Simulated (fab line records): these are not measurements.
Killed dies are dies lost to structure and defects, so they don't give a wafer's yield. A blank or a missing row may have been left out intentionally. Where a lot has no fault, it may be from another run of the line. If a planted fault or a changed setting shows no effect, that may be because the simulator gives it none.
One fault through the eyes of 3 desks	flow n5 finfet	each desk holds nothing but its own numbers, with what lay behind them at the end

## AT THE METROLOGY DESK
Lot by lot, what the gauges showed, no matter which tool ran the lot: averages of those sampled wafers that carry a number. A lot is out of limits, marked OUT, if its mean lies more than 4 standard deviations from the usual mean; the brackets give that distance. Shown are 7 of the 11 readings it has, namely the first that went out of limits plus those furthest out on some lot.
Columns: A = DIBL_P at N5_BEOL_M4_RC_MEAS_101, usual 36.2 mV/V; B = IOFF_N at N5_BEOL_M4_RC_MEAS_101, usual 0.16 nA/um; C = IOFF_P at N5_BEOL_M4_RC_MEAS_101, usual 0.21 nA/um; D = ION_N at N5_BEOL_M4_RC_MEAS_101, usual 673 uA/um; E = VT_N at N5_BEOL_M4_RC_MEAS_101, usual 251 mV; F = VT_P at N5_BEOL_M4_RC_MEAS_101, usual -251 mV; G = M10_THK at N5_BEOL_M10_THK_MEAS_53, usual 142 nm
lot	first seen here	A	B	C	D	E	F	G
L460	day 9 12:53	34.8	0.13	0.17	662	254	-255	181 (+9.8) OUT
L464	day 10 06:25	35.0	0.16	0.19	670	253	-253	146
L465	day 10 13:17	38.0	0.16	0.22	677	249	-249	140
L471	day 11 21:50	37.2	0.17	0.22	677	250	-252	148
L472	day 12 04:56	36.2	0.15	0.19	665	253	-251	146
L473	day 12 09:29	36.0	0.14	0.16	671	252	-259	142
L474	day 12 17:08	36.3	0.16	0.20	678	250	-254	140
L475	day 13 07:39	35.4	0.13	0.17	663	253	-254	145
L476	day 13 10:01	40.4	0.22	0.27	697	245	-248	145
This desk's finding: out of limits on L460; first on L460, day 11 14:15 (M10_THK at N5_BEOL_M10_THK_MEAS_53). L464, L465, L471, L472, L473, L474, L475, L476 stayed within limits.

## TOOL OWNER'S DESK, cmp-02
The tool's own readings at N5_BEOL_M10_CMP_52 (polishes, stops on SiCOH lowk, t overpolish 7 s, target thk 140 nm): means of the sampled wafers that have a number, for each lot that ran on this tool. A lot is out of limits, marked OUT, if its mean lies more than 4 standard deviations from the usual mean; the brackets give that distance.
Columns: A = barrier field endpoint s at N5_BEOL_M10_CMP_52, usual 28.6 s; B = motor current A at N5_BEOL_M10_CMP_52, usual 5.9 A; C = overpolish run s at N5_BEOL_M10_CMP_52, usual 7.000 s; D = time to endpoint s at N5_BEOL_M10_CMP_52, usual 65 s
lot	first seen here	A	B	C	D
L460	day 11 13:58	35.3 (+9.0) OUT	5.3	4.685 (-99 or more) OUT	73
L471	day 13 22:33	28.7	5.7	7.005	65
L473	day 14 04:34	28.6	6.0	6.994	67
L474	day 14 12:55	27.8	5.7	7.000	64
L476	day 15 17:35	28.5	6.2	6.997	64
This desk's verdict: out of limits on L460, starting with L460 at day 11 13:58 (barrier field endpoint s at N5_BEOL_M10_CMP_52). L471, L473, L474, L476 stayed within limits.

## THE DEFECT DESK
Per lot, the means of the sampled wafers with a number show what the inspections along the route counted. A lot is out of limits, marked OUT, if its mean lies more than 4 standard deviations from the usual mean; the brackets give that distance.
Columns: A = raw defect count at N5_BEOL_M10_INSPECT_58, usual 69
lot	first seen here	A
L460	day 11 14:25	776 (+29) OUT
L464	day 12 10:52	85
L465	day 12 17:44	58
L471	day 13 22:56	49
L472	day 14 01:52	92
L473	day 14 04:57	69
L474	day 14 13:20	73
L475	day 15 06:43	65
L476	day 15 18:02	73
This desk's verdict: out of limits on L460, starting with L460 at day 11 14:25 (raw defect count at N5_BEOL_M10_INSPECT_58). L464, L465, L471, L472, L473, L474, L475, L476 stayed within limits.

## BROUGHT TOGETHER
An alarm could have come from the tool owner's desk at day 11 13:58, on L460.
Metrology desk: alarm possible at day 11 14:15 on L460.
The defect desk could have raised an alarm at day 11 14:25, on L460.
Every lot named ran N5_BEOL_M10_CMP_52 on cmp-02.

## WHAT WAS PUT IN BY THE SIMULATOR
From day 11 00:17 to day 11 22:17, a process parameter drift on cmp-02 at N5_BEOL_M10_CMP_52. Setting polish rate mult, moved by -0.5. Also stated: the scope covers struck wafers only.
Lots struck among those shown: L460.
Hours from the fault's start to each desk's first reading out of limits: the tool owner's desk, 14; the metrology desk, 14; the defect desk, 14.
